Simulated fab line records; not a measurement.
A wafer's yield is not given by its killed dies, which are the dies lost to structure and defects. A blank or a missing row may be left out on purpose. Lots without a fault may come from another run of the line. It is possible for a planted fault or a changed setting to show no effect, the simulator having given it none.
fab line records	flow nand_harc
record: lots: 6	wafers: 18	last_day: 23
route steps=1159 shown A_CHANNEL_HOLE_D1@486 A_CHANNEL_FILL_D1@490 END@1159
lots that met no fault: taken from a fault-free run of the same line
start_h: hours from the record's opening day to when the first of the lot's shown wafers began	wait_h: time in hours since the lot's previous step	" identical to the entry in the row above	L1.1+2: a single row standing in for several wafers	- no value present, or no start provided	* or withheld: withheld	< > ~ a bound
route shown NAME@n: NAME is a module with steps in the file, n the number in the route of the first one	usual: average and standard deviation across the fault-free wafers	same: alike in all rows	chamber/n: place in a boat	sites: readings site by site	_std_site: their standard deviation	_edge_site: mean of outer sites minus mean of inner sites	radius_mm: for every site, how far away it sits from the centre of the wafer	mask NAME#n: copy n	behind: tool/chamber where the wafer was last shaped	hold: why the lot was held/for how many hours/how that ended	device: whichever transistor did not switch (one of n, p or np)	end of line: the tests these same wafers got at the end of their route	where a step has no rows: the recipe by itself	killed: not the wafer's yield, but the dies lost to structure and defects at the first sort	map: dies across one wafer; x = killed, . = not, _ = none there
set.NAME: setting as actually run; set.NAME@STEP: the setting as run at that earlier step	model.NAME: the simulator's own value behind a step, which no gauge read
lots at some steps of the route; a table a step, a row a wafer
services: when a tool's chamber went out of use (start_h, in hours from the record's first day, below 0 if earlier), for how many hours, and the reason
== steps ==
step: NHARC_A_CHANNEL_HOLE_D1_SRD_29
step: NHARC_A_CHANNEL_HOLE_D1_CD_MEAS_30
usual: cd_nm: 90.1/1.2
lot.wafer	tool	chamber	start_h	wait_h	cd_nm
L721.1	cd_sem-02	-	201.96	-	90.3
L721.3	"	-	"	"	90.7
L721.4	"	-	"	"	89.8
L722.1	cd_sem-02	-	223.69	-	89.0
L722.2	"	-	"	"	89.9
L722.5	"	-	"	"	90.8
L727.1	cd_sem-03	-	237.05	-	89.3
L727.2	"	-	"	"	90.8
L727.5	"	-	"	"	88.6
L732.1	cd_sem-02	-	289.22	-	88.6
L732.2	"	-	"	"	87.9
L732.3	"	-	"	"	89.7
L735.1	cd_sem-01	-	293.18	-	89.5
L735.4	"	-	"	"	88.9
L735.5	"	-	"	"	89.2
L736.1	cd_sem-02	-	295.02	-	90.8
L736.3	"	-	"	"	90.2
L736.4	"	-	"	"	91.0
step: NHARC_A_CHANNEL_HOLE_D1_XSEM_31
recipe: landing_energy_ev: 35000
step: NHARC_A_CHANNEL_HOLE_D1_INSPECT_40
usual: raw_defect_count: 63/19
lot.wafer	tool	chamber	start_h	wait_h	raw_defect_count
L721.1	defect_inspect-02	-	202.15	-	42
L721.3	"	-	"	"	66
L721.4	"	-	"	"	40
L722.1	defect_inspect-02	-	223.88	-	78
L722.2	"	-	"	"	75
L722.5	"	-	"	"	78
L727.1	defect_inspect-01	-	237.24	-	57
L727.2	"	-	"	"	66
L727.5	"	-	"	"	95
L732.1	defect_inspect-01	-	289.42	-	55
L732.2	"	-	"	"	76
L732.3	"	-	"	"	71
L735.1	defect_inspect-02	-	293.37	-	68
L735.4	"	-	"	"	55
L735.5	"	-	"	"	47
L736.1	defect_inspect-02	-	295.20	-	50
L736.3	"	-	"	"	78
L736.4	"	-	"	"	64
step: NHARC_A_CHANNEL_FILL_D1_PRECLEAN_00
recipe: time_s: *	temp_c: 50	bath_age_min: 0	chemistry: SC1
step: NHARC_A_CHANNEL_FILL_D1_SRD_01
step: NHARC_A_CHANNEL_FILL_D1_ALD_02
recipe: target_thk_a: 60	pulse_time_s: 10	ald_cycles: 60	temp_c: 300	material: SiO2
usual: heater_power_w: 457/44	precursor_pulse_height_rel: 1.000/0.019
same: pulse_time_s: 10
lot.wafer	tool	chamber	start_h	wait_h	heater_power_w	precursor_pulse_height_rel
L721.4	ald_hk-01	1	202.34	-	374	1.001
L721.3	"	2	"	"	481	1.007
L721.1	"	3	"	"	471	1.004
L722.2	ald_hk-02	2	224.14	-	513	1.009
L722.1	"	3	"	"	407	0.983
L722.5	"	1	"	"	489	1.022
L727.1	ald_hk-02	2	237.44	-	504	1.004
L727.2	"	1	"	"	483	1.013
L727.5	"	2	"	"	524	0.983
L732.1	ald_hk-04	2	289.62	-	412	1.015
L732.3	"	3	"	"	390	1.003
L732.2	"	1	"	"	531	0.986
L735.4	ald_hk-04	3	294.88	-	399	1.020
L735.1	"	1	"	"	522	0.998
L735.5	"	3	"	"	399	1.029
L736.3	ald_hk-04	3	295.40	-	391	1.010
L736.4	"	1	"	"	518	1.001
L736.1	"	2	"	"	413	0.988
step: NHARC_A_CHANNEL_FILL_D1_ALD_03
recipe: target_thk_a: 60	pulse_time_s: 60	ald_cycles: 58	temp_c: 630	pressure_torr: 2	material: SiNx
usual: precursor_pulse_height_rel: 1.003/0.021
same: pulse_time_s: 60
lot.wafer	tool	chamber	start_h	wait_h	precursor_pulse_height_rel
L721.1	ald_sin_batch-02	0	-	-	1.006
L721.3	"	0	"	"	1.020
L721.4	"	0	"	"	1.042
L722.1	ald_sin_batch-01	0	-	-	0.941
L722.2	"	0	"	"	1.029
L722.5	"	0	"	"	0.988
L727.1	ald_sin_batch-03	0	-	-	1.011
L727.2	"	0	"	"	1.006
L727.5	"	0	"	"	1.019
L732.1	ald_sin_batch-03	0	-	-	0.971
L732.2	"	0	"	"	1.002
L732.3	"	0	"	"	0.978
L735.1	ald_sin_batch-02	0	-	-	0.983
L735.4	"	0	"	"	0.983
L735.5	"	0	"	"	0.991
L736.1	ald_sin_batch-02	0	-	-	0.980
L736.3	"	0	"	"	0.997
L736.4	"	0	"	"	0.980
step: NHARC_A_CHANNEL_FILL_D1_ALD_14
recipe: target_thk_a: 25	pulse_time_s: 10	ald_cycles: 25	temp_c: 300	material: SiO2
usual: heater_power_w: 454/46	precursor_pulse_height_rel: 1.001/0.018
same: pulse_time_s: 10
lot.wafer	tool	chamber	start_h	wait_h	heater_power_w	precursor_pulse_height_rel
L721.4	ald_hk-02	1	209.39	0.0	462	1.010
L721.1	"	2	"	"	501	1.008
L721.3	"	0	"	"	455	0.973
L722.2	ald_hk-02	3	231.08	0.0	409	0.991
L722.1	"	2	"	"	504	0.991
L722.5	"	3	"	"	399	1.015
L727.2	ald_hk-04	3	244.46	0.0	389	0.997
L727.1	"	0	"	"	489	1.000
L727.5	"	0	"	"	501	1.006
L732.3	ald_hk-04	0	296.54	0.0	500	1.037
L732.2	"	2	"	"	411	0.986
L732.1	"	3	"	"	388	1.035
L735.1	ald_hk-01	0	301.81	0.1	469	1.011
L735.4	"	3	"	"	451	1.026
L735.5	"	0	"	"	475	0.996
L736.1	ald_hk-04	1	301.81	0.1	511	0.995
L736.3	"	2	"	"	413	1.011
L736.4	"	3	"	"	391	1.004
step: NHARC_A_CHANNEL_FILL_D1_ALD_15
recipe: target_thk_a: 20	pulse_time_s: 60	ald_cycles: 19	temp_c: 630	pressure_torr: 2	material: SiNx
usual: precursor_pulse_height_rel: 0.999/0.019
same: pulse_time_s: 60
lot.wafer	tool	chamber	start_h	wait_h	precursor_pulse_height_rel
L721.1	ald_sin_batch-03	0	-	-	0.995
L721.3	"	0	"	"	1.000
L721.4	"	0	"	"	1.013
L722.1	ald_sin_batch-01	0	-	-	0.995
L722.2	"	0	"	"	1.006
L722.5	"	0	"	"	0.994
L727.1	ald_sin_batch-01	0	-	-	1.009
L727.2	"	0	"	"	0.975
L727.5	"	0	"	"	1.017
L732.1	ald_sin_batch-01	0	-	-	0.960
L732.2	"	0	"	"	0.975
L732.3	"	0	"	"	1.007
L735.1	ald_sin_batch-01	0	-	-	0.956
L735.4	"	0	"	"	0.968
L735.5	"	0	"	"	1.006
L736.1	ald_sin_batch-01	0	-	-	1.004
L736.3	"	0	"	"	1.017
L736.4	"	0	"	"	0.988
step: NHARC_A_CHANNEL_FILL_D1_ALD_16
recipe: target_thk_a: 15	pulse_time_s: 10	ald_cycles: 15	temp_c: 300	material: SiO2
step: NHARC_A_CHANNEL_FILL_D1_ANNEAL_17
recipe: temp_c: 850	time_s: 1800
step: NHARC_A_CHANNEL_FILL_D1_CVD_18
recipe: target_thk_a: 30	temp_c: 550	material: poly-Si
usual: spike_tc_bottom_C: 570.7/0.98	spike_tc_centre_C: 551.0/1.4	spike_tc_upper_C: 550.5/1.4
lot.wafer	tool	chamber	start_h	wait_h	spike_tc_bottom_C	spike_tc_centre_C	spike_tc_upper_C
L721.1	lpcvd_poly-03	0	224.10	-	572.2	549.1	551.4
L721.3	"	0	"	"	572.0	551.3	551.0
L721.4	"	0	"	"	569.8	550.9	551.5
L722.1	lpcvd_poly-01	0	244.71	-	569.9	552.3	549.6
L722.2	"	0	"	"	570.0	553.4	549.6
L722.5	"	0	"	"	572.2	551.5	549.8
L727.1	lpcvd_poly-03	0	259.20	-	571.4	548.2	551.7
L727.2	"	0	"	"	569.0	548.1	553.7
L727.5	"	0	"	"	569.8	550.8	550.8
L732.1	lpcvd_poly-03	0	309.09	-	569.6	550.1	552.9
L732.2	"	0	"	"	571.3	550.1	550.7
L732.3	"	0	"	"	571.5	550.4	551.7
L735.1	lpcvd_poly-03	-	316.55	-	-	-	-
L735.4	"	-	"	"	-	-	-
L735.5	"	-	"	"	-	-	-
L736.1	lpcvd_poly-03	-	316.55	-	-	-	-
L736.3	"	-	"	"	-	-	-
L736.4	"	-	"	"	-	-	-
step: NHARC_A_CHANNEL_FILL_D1_ETCHBACK_19
recipe: target_depth_a: 50	time_s: 1.7	hbr_flow_sccm: 150	cl2_flow_sccm: 50	rf_w: 400	icp_w: 400	bias_w: 100	chemistry: HBr/Cl2
usual: bias_w: 99.9/0.31	drypump_motor_current_A: 5.6/0.41	mfc_cl2_sccm: 50.00/0.21	oes_product_au: 1.000/0.0084	throttle_valve_pct: 26.406/0.0094
lot.wafer	tool	chamber	start_h	wait_h	bias_w	drypump_motor_current_A	mfc_cl2_sccm	oes_product_au	rf_hours_counter_h	throttle_valve_pct
L721.3	rie_si-03	0	226.18	0.4	100.0	4.9	50.16	1.010	0.7	26.402
L721.1	"	1	"	"	99.9	5.7	50.07	0.994	0.7	26.413
L721.4	"	3	"	"	99.9	5.3	50.04	1.015	0.7	26.410
L722.2	rie_si-01	3	246.77	0.4	99.4	6.2	50.07	1.006	1.0	26.401
L722.1	"	2	"	"	99.5	5.7	49.85	0.995	0.9	26.411
L722.5	"	3	"	"	99.9	6.2	50.11	1.005	-	26.415
L727.2	rie_si-01	2	261.30	0.4	100.0	5.7	49.85	0.998	1.1	26.403
L727.1	"	3	"	"	100.3	6.1	50.16	1.006	1.2	26.409
L727.5	"	2	"	"	100.2	5.7	49.74	1.011	-	26.417
L732.1	rie_si-06	2	311.23	0.4	99.9	5.5	49.94	1.004	1.1	26.407
L732.2	"	3	"	"	100.3	5.8	49.84	1.007	0.9	26.409
L732.3	"	0	"	"	100.0	5.5	49.83	0.991	1.0	26.401
L736.3	rie_si-01	0	318.60	0.4	99.9	4.9	50.13	1.012	0.1	26.393
L736.1	"	1	"	"	99.8	6.7	50.01	0.990	0.1	26.413
L736.4	"	3	"	"	99.4	6.2	49.93	1.016	0.1	26.401
L735.4	rie_si-06	2	318.61	0.4	100.0	5.5	49.92	1.000	1.1	26.409
L735.1	"	3	"	"	100.1	5.8	50.14	1.006	1.0	26.385
L735.5	"	1	"	"	99.8	5.7	49.67	1.013	-	26.385
step: NHARC_END_SORT_01
recipe: temp_c: 25
usual: killed_at_array: 25/9.5	killed_at_other: 0.8/1.2	killed_at_periphery: 3.4/2.2	killed_dies: 29/10	killed_open: 3.3/1.8	killed_short: 2.1/1.4
same: gross_dies: 677
lot.wafer	tool	chamber	start_h	wait_h	killed_at_array	killed_at_other	killed_at_periphery	killed_dies	killed_open	killed_short
L735.1	prober-02	0	558.23	2.5	677	0	0	677	1	2
L735.4	prober-02	0	560.65	3.4	676	0	1	677	0	0
L735.5	prober-02	0	561.45	3.7	676	0	1	677	4	7
L736.1	prober-01	0	561.25	2.5	673	0	4	677	1	1
L736.3	prober-01	0	562.82	3.1	666	2	9	677	4	5
L736.4	prober-01	0	563.61	3.4	671	0	6	677	1	1
killed by level:class
L735.1 A_CHANNEL_FILL_D1:area_cvd=648 A_CHANNEL_HOLE_D1:chamber_film_flake=20 A_CONTACT:chamber_film_flake=3 A_ONON_D1:geometric_particle:open=1 A_CHANNEL_HOLE_D1:geometric_particle:short=1 A_WL_FILL:geometric_particle:short=1 A_STAIRCASE:chamber_film_flake=1 A_WL_FILL:chamber_film_flake=1
L735.4 A_CHANNEL_FILL_D1:area_cvd=654 A_CHANNEL_HOLE_D1:chamber_film_flake=16 A_STAIRCASE:chamber_film_flake=2 A_CONTACT:chamber_film_flake=2 P_CONTACT:chamber_film_flake=1 A_ZERO_WELL:chamber_film_flake=1 A_WL_FILL:chamber_film_flake=1
L736.1 A_CHANNEL_FILL_D1:area_cvd=636 A_SLIT:chamber_film_flake=17 A_CHANNEL_HOLE_D1:chamber_film_flake=5 A_BLC:chamber_film_flake=5 P_GATE:chamber_film_flake=4 A_ZERO_WELL:chamber_film_flake=4 A_CONTACT:chamber_film_flake=2 A_WL_FILL:geometric_particle:short=1
L735.5 A_CHANNEL_FILL_D1:area_cvd=645 A_CHANNEL_HOLE_D1:chamber_film_flake=14 A_CONTACT:geometric_particle:open=4 A_CONTACT:chamber_film_flake=3 A_CHANNEL_HOLE_D1:geometric_particle:short=2 A_M1:geometric_particle:short=2 A_STAIRCASE:chamber_film_flake=2 A_WL_FILL:chamber_film_flake=2
L736.3 A_CHANNEL_FILL_D1:area_cvd=633 A_SLIT:chamber_film_flake=14 P_GATE:chamber_film_flake=7 A_BLC:chamber_film_flake=4 A_CHANNEL_HOLE_D1:chamber_film_flake=3 A_CONTACT:chamber_film_flake=3 A_M0:geometric_particle:short=2 THIN_TSV:chamber_film_flake=2
L736.4 A_CHANNEL_FILL_D1:area_cvd=640 A_CHANNEL_HOLE_D1:chamber_film_flake=12 A_SLIT:chamber_film_flake=9 P_GATE:chamber_film_flake=5 A_STAIRCASE:chamber_film_flake=3 A_BLC:chamber_film_flake=2 A_CHANNEL_FILL_D1:geometric_particle:open=1 A_SGD_CUT:geometric_particle:short=1
map L735.1 (x killed, . not)
____________x____________
_________xxxxxxx_________
_______xxxxxxxxxxx_______
______xxxxxxxxxxxxx______
_____xxxxxxxxxxxxxxx_____
____xxxxxxxxxxxxxxxxx____
____xxxxxxxxxxxxxxxxx____
___xxxxxxxxxxxxxxxxxxx___
___xxxxxxxxxxxxxxxxxxx___
__xxxxxxxxxxxxxxxxxxxxx__
__xxxxxxxxxxxxxxxxxxxxx__
_xxxxxxxxxxxxxxxxxxxxxxx_
_xxxxxxxxxxxxxxxxxxxxxxx_
_xxxxxxxxxxxxxxxxxxxxxxx_
_xxxxxxxxxxxxxxxxxxxxxxx_
_xxxxxxxxxxxxxxxxxxxxxxx_
xxxxxxxxxxxxxxxxxxxxxxxxx
xxxxxxxxxxxxxxxxxxxxxxxxx
xxxxxxxxxxxxxxxxxxxxxxxxx
xxxxxxxxxxxxxxxxxxxxxxxxx
xxxxxxxxxxxxxxxxxxxxxxxxx
_xxxxxxxxxxxxxxxxxxxxxxx_
_xxxxxxxxxxxxxxxxxxxxxxx_
_xxxxxxxxxxxxxxxxxxxxxxx_
_xxxxxxxxxxxxxxxxxxxxxxx_
_xxxxxxxxxxxxxxxxxxxxxxx_
__xxxxxxxxxxxxxxxxxxxxx__
__xxxxxxxxxxxxxxxxxxxxx__
___xxxxxxxxxxxxxxxxxxx___
___xxxxxxxxxxxxxxxxxxx___
____xxxxxxxxxxxxxxxxx____
____xxxxxxxxxxxxxxxxx____
_____xxxxxxxxxxxxxxx_____
______xxxxxxxxxxxxx______
_______xxxxxxxxxxx_______
_________xxxxxxx_________
____________x____________
map L736.1 (x killed, . not)
____________x____________
_________xxxxxxx_________
_______xxxxxxxxxxx_______
______xxxxxxxxxxxxx______
_____xxxxxxxxxxxxxxx_____
____xxxxxxxxxxxxxxxxx____
____xxxxxxxxxxxxxxxxx____
___xxxxxxxxxxxxxxxxxxx___
___xxxxxxxxxxxxxxxxxxx___
__xxxxxxxxxxxxxxxxxxxxx__
__xxxxxxxxxxxxxxxxxxxxx__
_xxxxxxxxxxxxxxxxxxxxxxx_
_xxxxxxxxxxxxxxxxxxxxxxx_
_xxxxxxxxxxxxxxxxxxxxxxx_
_xxxxxxxxxxxxxxxxxxxxxxx_
_xxxxxxxxxxxxxxxxxxxxxxx_
xxxxxxxxxxxxxxxxxxxxxxxxx
xxxxxxxxxxxxxxxxxxxxxxxxx
xxxxxxxxxxxxxxxxxxxxxxxxx
xxxxxxxxxxxxxxxxxxxxxxxxx
xxxxxxxxxxxxxxxxxxxxxxxxx
_xxxxxxxxxxxxxxxxxxxxxxx_
_xxxxxxxxxxxxxxxxxxxxxxx_
_xxxxxxxxxxxxxxxxxxxxxxx_
_xxxxxxxxxxxxxxxxxxxxxxx_
_xxxxxxxxxxxxxxxxxxxxxxx_
__xxxxxxxxxxxxxxxxxxxxx__
__xxxxxxxxxxxxxxxxxxxxx__
___xxxxxxxxxxxxxxxxxxx___
___xxxxxxxxxxxxxxxxxxx___
____xxxxxxxxxxxxxxxxx____
____xxxxxxxxxxxxxxxxx____
_____xxxxxxxxxxxxxxx_____
______xxxxxxxxxxxxx______
_______xxxxxxxxxxx_______
_________xxxxxxx_________
____________x____________
== services ==
tool	chamber	start_h	hours	kind
rie_si-06	-	183.00	9.0	pm
rie_si-01	1	183.67	1.2	repair
ald_sin_batch-03	-	189.91	2.0	repair
ald_hk-04	-	193.15	10.0	pm
ald_hk-04	0	193.15	10.0	vent_cycle
ald_hk-04	1	193.15	10.0	vent_cycle
ald_hk-04	2	193.15	10.0	vent_cycle
ald_hk-04	3	193.15	10.0	vent_cycle
ald_hk-04	0	203.15	-	clean
ald_hk-04	1	203.15	-	clean
ald_hk-04	2	203.15	-	clean
ald_hk-04	3	203.15	-	clean
rie_si-06	1	210.76	1.2	repair
rie_si-06	3	217.20	17.0	repair
ald_hk-01	-	228.00	10.0	pm
rie_si-03	1	233.70	8.4	repair
rie_si-06	-	271.71	4.3	repair
rie_si-01	2	272.54	8.7	repair
ald_hk-02	-	280.00	10.0	pm
ald_hk-02	0	280.00	10.0	vent_cycle
ald_hk-02	1	280.00	10.0	vent_cycle
ald_hk-02	2	280.00	10.0	vent_cycle
rie_si-01	-	304.00	9.0	pm
ald_sin_batch-03	-	314.00	26.0	pm
== key ==
first_sign: step: NHARC_A_CHANNEL_FILL_D1_CVD_18	reading: tool_record	direction: missing
effect: step: NHARC_END_SORT_01	reading: killed_at_array	direction: up	sigmas: 68	usual: 25	struck: 673
more_kills_born_at: NHARC_A_CHANNEL_FILL_D1_CVD_18@lpcvd_poly-03: 3856
met_at NHARC_A_CHANNEL_FILL_D1_CVD_18
struck_wafers L735.1,L735.4,L735.5,L736.1,L736.3,L736.4
later_rows_left_out L735.1,L735.4,L735.5,L736.1,L736.3,L736.4
tester_left_out L735,L736
onset_between 309.09 316.55
fault: kind: skipped_step_whole	tool: lpcvd_poly-03	chamber: -	onset_h: 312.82	steps: NHARC_A_CHANNEL_FILL_D1_CVD_18	scope: struck_lots_only
tester_left_out: of these lots the tester's yield and bins aren't shown, on N5 and GAA mostly nor the transistor test; their killed dies are dies lost to structure and defects alone, not to doping, threshold or leakage, so they don't give the yield
later_rows_left_out: the simulator's readings of these wafers behind a module that went badly wrong aren't trusted and aren't shown, but for the sort
